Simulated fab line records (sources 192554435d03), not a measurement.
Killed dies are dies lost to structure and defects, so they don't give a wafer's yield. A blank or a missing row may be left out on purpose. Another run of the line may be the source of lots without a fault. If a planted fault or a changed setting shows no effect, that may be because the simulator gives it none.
Which of the tools did it? ; flow n5Finfet ; Sampling: 11 lots, 31 wafers, 6 of 1938 route steps

WHAT THE GAUGES READ, wafer by wafer
The record holds no reading of a measuring or inspecting step that can be judged against a usual standard deviation.

WHAT TOOL EACH LOT RAN ON (gives the tool, then ch and the chambers of the sampled wafers, and finally the start)
lot;N5_BEOL_M7_ETCH_41;N5_BEOL_M7_CURE_75;N5_BEOL_M7_ALD_77;N5_BEOL_M7_ECD_50;N5_BEOL_M7_CMP_52;N5_PASSIVATION_PROBE_49
L727;rieDiel-01 ch 0,2,3, day 9 20:46 or earlier;uvCure-01 ch 2, day 9 20:46;aldMetal-01 ch 0,2,3, day 9 21:17;ecdCu-02 ch 0, day 9 23:39;cmp-01 ch 1,3, day 10 00:05;-
L728;rieDiel-01 ch 0,1,2, day 10 06:34 or earlier;uvCure-02 ch 2, day 10 06:34;aldMetal-04 ch 1,2,3, day 10 07:20;ecdCu-01 ch 0,1, day 10 08:07;cmp-02 ch 0,1,2, day 10 08:43;prober-02, day 13 15:59
L734;rieDiel-02 ch 1,2, day 11 09:25 or earlier;uvCure-03 ch 0, day 11 09:25;aldMetal-04 ch 0,1,2, day 11 10:02;ecdCu-02 ch 0,1, day 11 10:43;cmp-04 ch 0,3, day 11 11:53;prober-02, day 14 16:22
L730;rieDiel-02 ch 2,3, day 11 17:50 or earlier;uvCure-02 ch 0, day 11 17:50;aldMetal-02 ch 1,2, day 11 18:23;ecdCu-01 ch 0,1, day 11 19:05;cmp-02 ch 0,1,3, day 11 19:49;-
L737;rieDiel-06 ch 0,1,3, day 12 04:24 or earlier;uvCure-02 ch 1, day 12 04:24;aldMetal-04 ch 1,2,3, day 12 05:12;ecdCu-02 ch 0,1, day 12 07:34;cmp-01 ch 0,1,3, day 12 08:08;-
L739;rieDiel-02 ch 1,2,3, day 12 19:17 or earlier;uvCure-02 ch 0, day 12 19:17;aldMetal-01 ch 0,1,2, day 12 19:43;ecdCu-02 ch 0,1, day 12 20:21;cmp-01 ch 0,1,3, day 12 21:05;-
L740;rieDiel-02 ch 0,1, day 12 23:03 or earlier;uvCure-02 ch 0, day 12 23:03;aldMetal-01 ch 0,1, day 12 23:37;ecdCu-02 ch 1, day 13 02:20;cmp-01 ch 0,2, day 13 02:55;-
L743;rieDiel-06 ch 0,1,2, day 13 20:08 or earlier;uvCure-03 ch 0, day 13 20:08;aldMetal-01 ch 0,2,3, day 13 21:49;ecdCu-01 ch 0,1, day 13 22:32;cmp-04 ch 0,2, day 13 22:56;-
L744;rieDiel-02 ch 1, day 14 05:57 or earlier;uvCure-01 ch 0, day 14 05:57;aldMetal-04 ch 0,1, day 14 06:34;ecdCu-01 ch 1, day 14 07:30;cmp-04 ch 0,2, day 14 08:01;prober-01, day 17 12:13
L745;rieDiel-01 ch 1,2, day 14 09:09 or earlier;uvCure-02 ch 0, day 14 09:09;aldMetal-01 ch 1,3, day 14 10:06;ecdCu-01 ch 1, day 14 10:48;cmp-04 ch 1,3, day 14 11:29;prober-01, day 17 14:23
L746;rieDiel-02 ch 1,2,3, day 14 18:59 or earlier;uvCure-02 ch 0, day 14 18:59;aldMetal-01 ch 0,2,3, day 14 19:25;ecdCu-02 ch 0,1, day 14 20:16;cmp-02 ch 0,3, day 14 20:50;prober-01, day 18 06:50
- N5_BEOL_M7_ETCH_41: etches SiCN in CH3F/O2, target depth 31.9 nm, time 57.8 s.
- N5_BEOL_M7_CURE_75: cures SiCOH lowk, time 120 s.
- N5_BEOL_M7_ALD_77: deposits TaN, target thk 2 nm, pulse time 2 s, purge time 3 s.
- N5_BEOL_M7_ECD_50: material Cu, target thk 300 nm.
- N5_BEOL_M7_CMP_52: polishes, stops on SiCOH lowk, t overpolish 6.9 s, target thk 80 nm.
- N5_PASSIVATION_PROBE_49

WHAT THE TOOLS THEMSELVES READ (means of the sampled wafers that have a number; where no wafer has one, the mark that the record gives instead)
N5_BEOL_M7_ETCH_41. Usual: drypumpMotorCurrentA 5.8 A, standard deviation 0.42; mfcArSccm 150.0 sccm, standard deviation 0.42; oesProductAu 0.79 a.u., standard deviation 0.086; rfVppV 296.8 V, standard deviation 1.3; showerheadPlenumPTorr 1.97 Torr, standard deviation 0.046; throttleValvePct 16.36 %, standard deviation 0.24.
lot;tool;drypumpMotorCurrentA (A);mfcArSccm (sccm);oesProductAu (a.u.);rfVppV (V);showerheadPlenumPTorr (Torr);throttleValvePct (%);flag
L727;rieDiel-01;6.1;150.3;0.82;296.1;1.96;16.20;
L728;rieDiel-01;5.9;150.2;0.81;296.5;1.96;16.20;
L734;rieDiel-02;5.9;150.2;0.79;298.7;2.02;16.52;
L730;rieDiel-02;6.2;150.2;0.78;297.5;2.02;16.44;
L737;rieDiel-06;5.4;149.8;0.78;297.3;2.00;16.34;
L739;rieDiel-02;6.0;149.8;0.81;297.1;2.00;16.46;
L740;rieDiel-02;5.3;150.0;0.87;296.3;1.94;16.32;
L743;rieDiel-06;5.8;150.4;0.76;297.1;1.98;16.40;
L744;rieDiel-02;5.8;150.1;0.91;296.3;1.95;16.47;
L745;rieDiel-01;5.7;150.2;0.72;296.0;1.94;16.41;
L746;rieDiel-02;6.0;150.1;0.79;296.5;2.00;16.51;

N5_BEOL_M7_CURE_75. Usual: lampPowerPct 52.32 %, standard deviation 0.059; wafer_temp_C_max 371.6, standard deviation 0.46.
lot;tool;lampPowerPct (%);wafer_temp_C_max;flag
L727;uvCure-01;52.34;372.3;
L728;uvCure-02;52.28;372.1;
L734;uvCure-03;52.31;371.7;
L730;uvCure-02;52.34;371.3;
L737;uvCure-02;52.34;371.1;
L739;uvCure-02;52.30;371.1;
L740;uvCure-02;52.37;371.9;
L743;uvCure-03;52.28;371.6;
L744;uvCure-01;52.30;371.8;
L745;uvCure-02;52.30;371.4;
L746;uvCure-02;52.31;371.2;

N5_BEOL_M7_ALD_77. Usual: heaterPowerW at 420 W, with a standard deviation of 36.
lot;tool;heaterPowerW (W);flag
L727;aldMetal-01;427;
L728;aldMetal-04;435;
L734;aldMetal-04;455;
L730;aldMetal-02;373;
L737;aldMetal-04;431;
L739;aldMetal-01;394;
L740;aldMetal-01;405;
L743;aldMetal-01;428;
L744;aldMetal-04;422;
L745;aldMetal-01;410;
L746;aldMetal-01;422;

N5_BEOL_M7_CMP_52. Usual: motorCurrentA 6.1 A, standard deviation 0.53; platenRpm 49.998 rpm, standard deviation 0.03; retainingRingPressureFrac 1.000, standard deviation 0.0052; timeToEndpointS 61 s, standard deviation 3.2.
lot;tool;motorCurrentA (A);platenRpm (rpm);retainingRingPressureFrac;timeToEndpointS (s);flag
L727;cmp-01;6.0;50.009;1.003;59;
L728;cmp-02;6.2;49.996;1.003;62;
L734;cmp-04;6.5;50.006;1.004;65;
L730;cmp-02;5.9;50.031;0.998;61;
L737;cmp-01;6.2;50.016;0.997;63;
L739;cmp-01;6.0;50.003;1.002;59;
L740;cmp-01;6.4;50.009;1.002;58;
L743;cmp-04;5.5;49.967;1.000;42;OFF
L744;cmp-04;5.6;50.013;0.997;48;OFF
L745;cmp-04;6.5;49.992;0.990;50;OFF
L746;cmp-02;5.8;49.995;0.998;59;

N5_PASSIVATION_PROBE_49. Usual: defectLimitedYield 91.2 %, standard deviation 1.5; killed_at_M0_to_M3 34, standard deviation 11; killed_at_M4_up 14, standard deviation 5.4; killedAtContacts 12, standard deviation 5.9; killedAtFrontEnd 40, standard deviation 12; killedAtOther 4, standard deviation 3.3; killedDies 103, standard deviation 18; killedOpen 68, standard deviation 13; killedShort 34, standard deviation 7.5; sort_bin_5_function 5.1 %, standard deviation 1; sort_bin_6_memory 3.3 %, standard deviation 0.7; sort_bin_8_speed 0.03 %, standard deviation 0.27; sortNPass 1076, standard deviation 18; sortYieldPct 91.2 %, standard deviation 1.5.
lot;tool;defectLimitedYield (%);killed_at_M0_to_M3;killed_at_M4_up;killedAtContacts;killedAtFrontEnd;killedAtOther;killedDies;killedOpen;killedShort;sort_bin_5_function (%);sort_bin_6_memory (%);sort_bin_8_speed (%);sortNPass;sortYieldPct (%);flag
L728;prober-02;92.3;21;10;15;40;5;91;59;31;4.3;3.1;0.00;1089;92.3;
L734;prober-02;92.7;25;10;17;31;3;86;56;30;4.4;2.7;0.00;1094;92.7;
L744;prober-01;90.1;34;22;13;38;10;117;78;36;5.8;3.7;0.17;1061;90.0;
L745;prober-01;92.1;32;9;8;41;3;93;50;43;4.8;2.8;0.00;1087;92.1;
L746;prober-01;92.9;23;18;9;29;5;84;54;29;4.0;2.8;0.00;1096;92.9;

THE ANSWER, worked out from the rows above alone
Rule: a lot counts as off when the mean over its wafers that have a number is more than 3 standard deviations away from the usual mean. A lot without any number at a reading at which 4 lots or more have one is off too. Where the step has rows for the other lots, those lots are counted as sound. First the gauges in route order, then the tools' own readings, where a lot's mean is used as printed above. The first step at which some lot is off is used, and at that step the reading that is off furthest; a lot without a number counts as furthest.
Off, at N5_BEOL_M7_CMP_52 on timeToEndpointS: L743, L744, L745.
A tool fits if, at that step or a process step before it, it ran every lot that is off, and no sound lot after the first of them. Because N5_BEOL_M7_ETCH_41 lacks a start for some lots, the hours and order of its lots are taken from N5_BEOL_M7_CURE_75. This does not decide it: 2 tools fit, namely ecdCu-01 at N5_BEOL_M7_ECD_50 and cmp-04 at N5_BEOL_M7_CMP_52.

WHAT WAS PUT IN BY THE SIMULATOR
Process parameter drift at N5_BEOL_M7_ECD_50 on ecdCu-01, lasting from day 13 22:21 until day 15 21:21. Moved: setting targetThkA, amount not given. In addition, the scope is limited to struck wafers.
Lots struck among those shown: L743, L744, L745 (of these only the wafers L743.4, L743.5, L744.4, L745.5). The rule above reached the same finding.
